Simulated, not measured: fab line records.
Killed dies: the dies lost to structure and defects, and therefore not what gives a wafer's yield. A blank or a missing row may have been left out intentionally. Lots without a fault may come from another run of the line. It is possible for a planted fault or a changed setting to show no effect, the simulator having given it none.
Chamber matching | flow nand harc | NHARC_A_CONTACT_ALD_18 on ald metal-02: 4 sister chambers
The step deposits TiN, target thk 3 nm, pulse time 1 s, ald cycles 150. 8 wafers are shown with their chamber, then 10 later ones without.

WAFERS WITH THEIR CHAMBER
wafer  | chamber | heater power w (W) | precursor pulse height rel
L081.5 | 0       | 1043               | 1.035
L079.3 | 0       | 1043               | 0.982
L088.5 | 1       | 1068               | 1.014
L088.6 | 2       | 1246               | 0.984
L086.5 | 3       | 1027               | 1.005
L086.6 | 2       | 1267               | 1.026
L092.1 | 1       | 1051               | 1.006
L092.2 | 3       | 996                | 1.012

WAFERS WITHOUT THEIR CHAMBER
wafer  | heater power w (W) | precursor pulse height rel
L092.4 | 1268               | 0.976
L093.3 | 1058               | 1.012
L093.5 | 1258               | 0.983
L093.6 | 1035               | 1.001
L096.2 | 1011               | 1.022
L096.3 | 1047               | 0.991
L096.6 | 1093               | 1.006
L095.1 | 1262               | 1.031
L095.2 | 1000               | 1.034
L095.5 | 1010               | 0.965

EACH ONE'S CHAMBER
wafer  | from the rows above          | in truth
L092.4 | 2                            | 2
L093.3 | can't be placed: 1 or 0      | 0
L093.5 | 2                            | 2
L093.6 | can't be placed: 0 or 3 or 1 | 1
L096.2 | can't be placed: 3 or 0      | 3
L096.3 | can't be placed: 0 or 1 or 3 | 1
L096.6 | can't be placed: 1 or 0      | 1
L095.1 | 2                            | 2
L095.2 | can't be placed: 3 or 0      | 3
L095.5 | can't be placed: 3 or 0      | 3
Correct placement for 3 of the 10. Unplaceable from these rows: 7, with the true chamber sitting among the candidates in 7. 0 placed wrongly.
How it was worked out, from the rows above alone: a wafer's distance from a chamber is the root of the sum, over the readings, of the square of ((its reading less the chamber's mean) divided by the reading's scatter). The wafer belongs to the nearest chamber; if the next one is less than 2 further off, it can't be placed. For every chamber, the mean is computed from those of its wafers that are shown. The scatter is the square root of a quotient: the sum, over the shown wafers, of each reading's squared deviation from its chamber's mean, divided by wafers minus chambers.
